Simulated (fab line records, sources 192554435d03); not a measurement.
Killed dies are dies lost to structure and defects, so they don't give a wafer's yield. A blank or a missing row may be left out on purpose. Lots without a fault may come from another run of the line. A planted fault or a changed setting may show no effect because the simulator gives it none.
A struck lot beside a sound one | flow n5_finfet | 14 steps out of a route of 1938
Sound: wafers L200.1, L200.2, L200.4. Struck: wafers L196.1, L196.4, L196.5. The cause comes at the end.
At each step with rows: each side's tool, then ch and its chambers, then its first start. Under that, the readings that differ: sound wafers | struck wafers | difference of the means | sigmas: that difference in standard deviations of wafers without a fault.
alike: readings whose means differ by less than 2 such deviations, and words and numbers that are the same on both sides. not compared: withheld readings, readings that some wafer has no value for, bounds like >300 that may hide the same value, and numbers for which the record gives no deviation and whose values overlap.
The two part at a step that has a row with sigmas, a row that says differs or no value, or rows on one side only. Numbers that don't overlap but have no deviation are shown without sigmas and don't part them. A reading that every wafer of one side lacks parts them only if that side has two wafers or more.

N5_MIM_TOP_LITHO_CD_MEAS_08: target cd 2000 nm.
  sound on cd_sem-03 ch 0, day 14 18:55; struck on cd_sem-02 ch 0, day 14 01:54
  alike: cd_nm
N5_MIM_TOP_LITHO_OVL_MEAS_11:
  sound on overlay-02 ch 0, day 14 18:57; struck on overlay-02 ch 0, day 14 01:56
  alike: MIM_TOP_OVL
N5_MIM_TOP_LITHO_INSPECT_12: inspects for defects (macro).
  sound on defect_inspect-02, day 14 18:58; struck on defect_inspect-02, day 14 01:57
  reading          | sound | struck | difference | sigmas
  raw_defect_count | 7 3 3 | 2 0 2  | -3         | -2
N5_MIM_TOP_LITHO_DESCUM_10: chemistry O2, time 7.9 s.
  sound on rie_diel-05 ch 0,3, day 14 19:18; struck on rie_diel-02 ch 2,3, day 14 02:24
  alike: drypump_motor_current_A, oes_product_au, rf_fwd_power_W, rf_vpp_V, showerhead_plenum_p_Torr, temp_c, throttle_valve_pct
  not compared: rf_hours_counter_h
N5_MIM_TOP_ETCH_ETCH_00: etches TiN in Cl2/BCl3, target depth 38.5 nm.
  sound on rie_metal-02 ch 0,1, day 14 19:23; struck on rie_metal-03 ch 0,1, day 14 02:29
  alike: drypump_motor_current_A, mfc_cl2_sccm, oes_product_au, rf_fwd_power_W, throttle_valve_pct
  not compared: rf_hours_counter_h
N5_MIM_TOP_ETCH_STRIP_01: strips in O2.
  sound on rie_diel-01 ch 0,2,3, day 14 19:44; struck on rie_diel-03 ch 1,2,3, day 14 02:38
  reading                     | sound       | struck      | difference | sigmas
  drypump_motor_current_A (A) | 6.3 5.9 6.0 | 5.1 4.7 5.0 | -1.1       | -2
  alike: oes_product_au, rf_vpp_V, showerhead_plenum_p_Torr, temp_c, throttle_valve_pct
  not compared: rf_hours_counter_h
N5_MIM_TOP_ETCH_PECVD_03: deposits SiNx from SiH4/NH3/N2, target thk 20 nm, time 17.6 s.
  sound on pecvd-02 ch 0,2, day 14 19:48; struck on pecvd-03 ch 0,2, day 14 02:42
  alike: heater_power_w, rf_fwd_power_W, showerhead_plenum_p_Torr, throttle_valve_pct
then, 5 steps without rows for these wafers: N5_MIM_BOT_LITHO_HMDS_01 (time 60 s); N5_MIM_BOT_LITHO_COAT_02; N5_MIM_BOT_LITHO_EBR_04; N5_MIM_BOT_LITHO_SOFTBAKE_03 (time 90 s); N5_MIM_BOT_LITHO_EXPOSE_05 (exposes mask MIM BOT).
N5_MIM_BOT_LITHO_PEB_06:
  sound on litho_track-01 ch 0, day 14 20:02; struck on litho_track-02, day 14 03:04
  reading         | sound          | struck | difference                    | sigmas
  exhaust_pa (Pa) | 45.6 45.0 45.3 | - - -  | no value on the struck wafers |
  not compared: chill_plate_temp_C
then, 1 step without rows for these wafers: N5_MIM_BOT_LITHO_DEVELOP_07 (develop time 60 s).

WHERE THEY PART
First at N5_MIM_TOP_LITHO_INSPECT_12; last, within this record, at N5_MIM_BOT_LITHO_PEB_06.

WHY: what the simulator had put in
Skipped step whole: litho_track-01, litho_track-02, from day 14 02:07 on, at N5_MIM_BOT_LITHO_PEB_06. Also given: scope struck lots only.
